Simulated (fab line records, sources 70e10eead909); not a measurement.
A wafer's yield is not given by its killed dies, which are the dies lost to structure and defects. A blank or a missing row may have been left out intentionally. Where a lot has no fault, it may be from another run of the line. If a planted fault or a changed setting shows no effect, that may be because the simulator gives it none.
Which tool did it?    flow nand_harc    11 lots with 33 wafers sampled at 5 steps, on a route of 1159 steps

WHAT THE GAUGES READ, wafer by wafer
NHARC_END_SORT_01.
lot   measured      on         defect_limited_yield (%)
L629  day 22 08:11  prober-01  0 0 0
L633  day 23 07:05  prober-01  0 0 0

WHICH TOOL RAN EACH LOT (tool, then ch and the chambers of the sampled wafers, then the start)
lot   NHARC_A_M0_DESCUM_14                NHARC_A_M0_STRIP_18                 NHARC_A_M1_DEP_00                NHARC_A_M1_DESCUM_14
L621  rie_diel-06 ch 0,2, day 17 22:35    rie_diel-05 ch 2,3, day 17 23:01    pecvd-02 ch 0,1,2, day 18 01:45  rie_diel-11 ch 0,2,3, day 18 02:47
L624  rie_diel-06 ch 1,2, day 19 19:57    rie_diel-05 ch 1,2, day 19 20:21    pecvd-02 ch 0,1, day 19 23:33    rie_diel-11 ch 1,2, day 20 00:37
L627  rie_diel-06 ch 0,1,2, day 19 20:23  rie_diel-09 ch 0,1,2, day 19 20:46  pecvd-03 ch 1,2, day 19 23:51    rie_diel-12 ch 1,2,3, day 20 00:52
L629  rie_diel-09 ch 0,2,3, day 20 17:16  rie_diel-06 ch 0,1,3, day 20 17:38  pecvd-02 ch 0,1,2, day 20 20:16  rie_diel-10 ch 0,1,3, day 20 21:19
L633  rie_diel-05 ch 0,1,2, day 21 10:44  rie_diel-06 ch 2,3, day 21 11:06    pecvd-03 ch 0,1,2, day 21 13:52  rie_diel-10 ch 0,2,3, day 21 14:46
L630  rie_diel-09 ch 1,2,3, day 21 11:35  rie_diel-09 ch 0,2,3, day 21 11:58  pecvd-03 ch 1,2, day 21 14:52    rie_diel-11 ch 0,1, day 21 15:40
L635  rie_diel-09 ch 0,3, day 22 18:10    rie_diel-09 ch 0,1,2, day 22 18:35  pecvd-03 ch 0,2, day 22 23:19    rie_diel-11 ch 1,2,3, day 23 00:22
L638  rie_diel-05 ch 0,2,3, day 23 00:09  rie_diel-05 ch 0,2,3, day 23 00:34  pecvd-03 ch 0,1,2, day 23 03:20  rie_diel-11 ch 1,2,3, day 23 04:21
L639  rie_diel-06 ch 0,1,2, day 23 00:25  rie_diel-09 ch 0,2,3, day 23 00:49  pecvd-04 ch 0,2, day 23 03:29    rie_diel-12 ch 0,2,3, day 23 04:32
L637  rie_diel-06 ch 0,1,2, day 23 12:23  rie_diel-09 ch 0,3, day 23 12:46    pecvd-03 ch 1,2, day 23 15:29    rie_diel-12 ch 0,2,3, day 23 16:28
L640  rie_diel-06 ch 0,1,2, day 23 13:09  rie_diel-09 ch 0,2,3, day 23 13:31  pecvd-03 ch 0,1, day 23 16:14    rie_diel-12 ch 0,2, day 23 17:05
- NHARC_A_M0_DESCUM_14: chemistry O2, time 3 s.
- NHARC_A_M0_STRIP_18: strips in N2/H2.
- NHARC_A_M1_DEP_00: deposits SiOC, target thk 182.5 nm.
- NHARC_A_M1_DESCUM_14: chemistry O2, time 3 s.

THE ANSWER, worked out from the rows above alone
Rule: the usual values come from the lots themselves. Put in order of their means at a reading, lots are off if they are a third of the lots or fewer, leave a main group of 4 or more, and stand apart from it by a gap of 3 or more times the standard deviation of the main group's means; of several such gaps the widest counts. A main group is skipped when, at the precision printed for the reading in the tables above, its means are all equal. A lot without any number at a reading at which 4 lots or more have one is off too. Where the step has rows for the other lots, those lots are counted as sound.
No lot is off on any of the readings shown, so nothing can be concluded from this.

WHAT THE SIMULATOR HAD INSERTED
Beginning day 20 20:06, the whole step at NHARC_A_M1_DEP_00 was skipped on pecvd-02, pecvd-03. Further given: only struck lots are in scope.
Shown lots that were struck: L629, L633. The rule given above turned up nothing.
